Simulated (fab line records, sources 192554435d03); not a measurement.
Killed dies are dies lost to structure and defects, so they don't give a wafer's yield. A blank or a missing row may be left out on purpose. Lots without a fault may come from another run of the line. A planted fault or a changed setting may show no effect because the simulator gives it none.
Split-lot experiment | flow n5_finfet | 7 lots, 21 wafers read, on a route of 1938 steps

THE SPLIT
At N5_BEOL_M5_COAT_66 (time 60 s, resist thk 12 nm), the setting spin_rpm was moved away from the recipe's 1500 rpm on 9 of the 21 wafers read, by -5.9% to +8.8%. The other wafers ran this setting at the recipe's value.

FROM THE SPLIT TO THE READING: what the file shows between them, 4 steps
- N5_BEOL_M5_COAT_74: time 60 s, resist thk 5 nm
- N5_BEOL_M5_COAT_22: resist thk 30 nm
- N5_BEOL_M5_DESCUM_33: chemistry O2, time 7 s
- N5_BEOL_M5_ETCH_75: etches underlayer in N2/H2, target depth 6.5 nm, time 5.2 s

THE READING
etch.depth_nm (the simulator's own value, which no gauge read), in nm, at N5_BEOL_M5_ETCH_67 (etches SiARC in CF4, target depth 15.6 nm, time 26 s). The file gives no usual value for it. The 12 wafers here that ran the recipe average 11.98 nm, standard deviation 0.039 nm.

wafer  | tool, chamber at the split | spin_rpm as run, rpm | against the recipe | etch.depth_nm, nm | against lot-mates on the recipe
L075.1 | litho_track-04, 0          | 1602                 | +6.8%              | 11.63             | -0.43
L075.3 | litho_track-04, 0          | 1500                 | recipe             | 12.06             | -
L075.6 | litho_track-04, 0          | 1602                 | +6.8%              | 11.66             | -0.40
L078.2 | litho_track-04, 0          | 1500                 | recipe             | 11.97             | -
L078.3 | litho_track-04, 0          | 1575                 | +5.0%              | 11.72             | -0.25
L078.6 | litho_track-04, 0          | 1575                 | +5.0%              | 11.71             | -0.26
L081.4 | litho_track-05, 0          | 1411                 | -5.9%              | 12.35             | +0.37
L081.5 | litho_track-05, 0          | 1411                 | -5.9%              | 12.37             | +0.39
L081.6 | litho_track-05, 0          | 1500                 | recipe             | 11.98             | -
L080.3 | litho_track-05, 0          | 1438                 | -4.1%              | 12.23             | +0.28
L080.5 | litho_track-05, 0          | 1438                 | -4.1%              | 12.17             | +0.22
L080.6 | litho_track-05, 0          | 1500                 | recipe             | 11.95             | -
L082.2 | litho_track-04, 0          | 1632                 | +8.8%              | 11.53             | -0.51
L082.3 | litho_track-04, 0          | 1500                 | recipe             | 12.04             | -
L082.6 | litho_track-04, 0          | 1500                 | recipe             | 12.04             | -
L084.1 | litho_track-05, 0          | 1500                 | recipe             | 11.96             | -
L084.3 | litho_track-05, 0          | 1500                 | recipe             | 11.97             | -
L084.4 | litho_track-05, 0          | 1500                 | recipe             | 12                | -
L091.2 | litho_track-01, 0          | 1500                 | recipe             | 11.94             | -
L091.5 | litho_track-01, 0          | 1500                 | recipe             | 11.95             | -
L091.6 | litho_track-01, 0          | 1500                 | recipe             | 11.96             | -

THE FIT
A straight line over all 21 wafers: etch.depth_nm changes by -0.0544 nm for each +1% of spin_rpm; r = -0.99; the points scatter about the line by 0.038 nm.
The same after taking each lot's own level away (the mean of its wafers on the recipe; 21 wafers): -0.0596 nm for each +1%; r = -1.00; scatter 0.021 nm.
On that fit, the largest move of spin_rpm shifts the reading by 0.52 nm.
The lots' own levels span 11.950 to 12.060 nm, that is 2.8 times the standard deviation above.
So the lot-to-lot level changes the slope little: the two slopes agree.
Check: with one of the wafers moved furthest among these (+8.8%) left out of the fit, the line predicts -0.521 nm for it against its lot-mates. It came out at -0.51 nm against them.

OTHER SPLITS ON THESE WAFERS
These wafers also went through other splits before the reading. Each is held against what the fit with the lots' levels taken away leaves over:
other split on the same wafers    | wafers away from the commonest value | r with etch.depth_nm (lot level and that fit taken away)
N5_BEOL_M2_DEP_57 time_s          | 10                                   | +0.30
N5_BEOL_M3_COAT_05 spin_rpm       | 6                                    | -0.07
N5_BEOL_M3_COAT_22 spin_rpm       | 3                                    | -0.02
N5_BEOL_M4_DESCUM_16 time_s       | 8                                    | +0.01
N5_BEOL_M4_COAT_68 spin_rpm       | 9                                    | +0.45
N5_BEOL_M5_HM_DEP_02 target_thk_a | 6                                    | +0.22
N5_BEOL_M5_ETCH_72 bias_w         | 7                                    | +0.07

THE WHOLE CHAIN: every reading that the file lists as answering this split, in the file's order
step               | what it does                                         | reading                                                                          | change (the file's fit)                | r (the file's)
N5_BEOL_M5_COAT_66 | time 60 s, resist thk 12 nm                          | SiARC_of_BEOL_M5_COAT_66.thk_nm (the simulator's own value, which no gauge read) | -0.0519 nm for each +1% of the setting | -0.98
N5_BEOL_M5_ETCH_67 | etches SiARC in CF4, target depth 15.6 nm, time 26 s | etch.depth_nm (the simulator's own value, which no gauge read)                   | -0.0589 nm for each +1% of the setting | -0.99

THE FILE'S OWN FIT
etch.depth_nm changes by -0.0589 nm for each +1% of spin_rpm, r = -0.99.
